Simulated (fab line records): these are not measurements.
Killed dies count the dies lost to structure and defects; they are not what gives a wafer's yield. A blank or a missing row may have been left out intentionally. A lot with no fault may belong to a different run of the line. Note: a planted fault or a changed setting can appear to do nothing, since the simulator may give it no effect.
A struck lot beside a sound one | flow nandHarc | 14 out of 1302 route steps
Sound: the wafers L547.1, L547.3, L547.4. Struck: wafer L556.2 (left out: L556.3, L556.4 of the same lot, which were not struck); the cause appears at the end.
Per side, at each step with rows, come the tool, then ch with its chambers, and then its first start. Under that, the readings that differ: sound wafers | struck wafers | difference of the means | sigmas: that difference in standard deviations of wafers without a fault.
alike: words and numbers the same on both sides, and readings whose means are apart by under 2 such deviations; not compared: readings that were withheld, readings missing a value for some wafer, numbers with overlapping values and no deviation given by the record, and bounds like >300 which may hide the same value.
A row with sigmas, a row that says differs or no value, or rows on one side alone: a step with any of these is where the two part. Non-overlapping numbers with no deviation appear without sigmas and do not part them. A reading missing from all wafers of one side parts the sides only when that side holds two or more wafers.

first, 7 steps without rows for these wafers: NHARC_A_STAIRCASE_SOFTBAKE_179 (time 170 s); NHARC_A_STAIRCASE_EBR_180; NHARC_A_STAIRCASE_EXPOSE_181 (exposes mask STAIR 2); NHARC_A_STAIRCASE_PEB_182 (peb time 130 s); NHARC_A_STAIRCASE_DEVELOP_183 (time 140 s); NHARC_A_STAIRCASE_HARDBAKE_185 (time 140 s); NHARC_A_STAIRCASE_DESCUM_186 (chemistry O2, time 3 s).
NHARC_A_STAIRCASE_TRIM_187: chemistry O2, time 211.2 s.
  sound on rieDiel-02 ch 0,1,3, day 16 16:08; struck on rieDiel-02 ch 0, day 20 13:19
reading             | sound    | struck | difference | sigmas
rfHoursCounterH (h) | 45 43 44 | 20     | -24        | 
  alike: chamberPressureMTorr, drypumpMotorCurrentA, mfcArSccm, o2FlowSccm, oesProductAu, rfVppV, runLengthS, showerheadPlenumPTorr, throttleValvePct
NHARC_A_STAIRCASE_ETCH_188: etches the open film in C4F8/O2, target depth 100 nm, time 40.5 s.
  sound on rieDiel-02 ch 0,1,2; struck on rieDiel-02 ch 0
reading             | sound    | struck | difference | sigmas
rfHoursCounterH (h) | 44 47 45 | 20     | -25        | 
  alike: chamberPressureMTorr, oesProductAu, rfVppV
NHARC_A_STAIRCASE_TRIM_189: chemistry O2, time 211.2 s.
  sound on rieDiel-02 ch 0,2,3; struck on rieDiel-02 ch 2
reading             | sound             | struck | difference | sigmas
o2FlowSccm (sccm)   | 502.7 498.5 500.1 | 497.3  | -3.1       | -2
rfHoursCounterH (h) | 47 45 43          | 18     | -27        | 
  alike: chamberPressureMTorr, drypumpMotorCurrentA, mfcArSccm, oesProductAu, rfVppV, runLengthS, showerheadPlenumPTorr, throttleValvePct
NHARC_A_STAIRCASE_ETCH_190: etches the open film in C4F8/O2, target depth 100 nm, time 40.5 s.
  sound on rieDiel-02 ch 0,2,3; struck on rieDiel-02 ch 3
reading             | sound    | struck | difference | sigmas
rfHoursCounterH (h) | 47 43 45 | 17     | -28        | 
  alike: chamberPressureMTorr, oesProductAu, rfVppV
NHARC_A_STAIRCASE_TRIM_191: chemistry O2, time 211.2 s.
  sound on rieDiel-02 ch 0,1,2, day 16 16:36; struck on rieDiel-02 ch 3, day 20 13:47
reading             | sound             | struck | difference | sigmas
o2FlowSccm (sccm)   | 499.5 498.8 503.2 | 497.7  | -2.8       | -2
rfHoursCounterH (h) | 44 47 45          | 17     | -28        | 
runLengthS (s)      | 232.4 232.6 232.8 | 225.5  | -7.1       | -15
  alike: chamberPressureMTorr, drypumpMotorCurrentA, mfcArSccm, oesProductAu, rfVppV, showerheadPlenumPTorr, throttleValvePct
NHARC_A_STAIRCASE_ETCH_192: etches the open film in C4F8/O2, target depth 100 nm, time 40.5 s.
  sound on rieDiel-02 ch 0,1,3; struck on rieDiel-02 ch 3
reading             | sound    | struck | difference | sigmas
rfHoursCounterH (h) | 45 43 44 | 17     | -27        | 
  alike: chamberPressureMTorr, oesProductAu, rfVppV
following that, these wafers have no rows for 1 step: NHARC_END_SORT_01.

WHERE THEY PART
First at NHARC_A_STAIRCASE_TRIM_189; last, within this record, at NHARC_A_STAIRCASE_TRIM_191. Later steps at which nothing parts them and some readings are alike: NHARC_A_STAIRCASE_ETCH_192.

WHY: whatever the simulator had introduced
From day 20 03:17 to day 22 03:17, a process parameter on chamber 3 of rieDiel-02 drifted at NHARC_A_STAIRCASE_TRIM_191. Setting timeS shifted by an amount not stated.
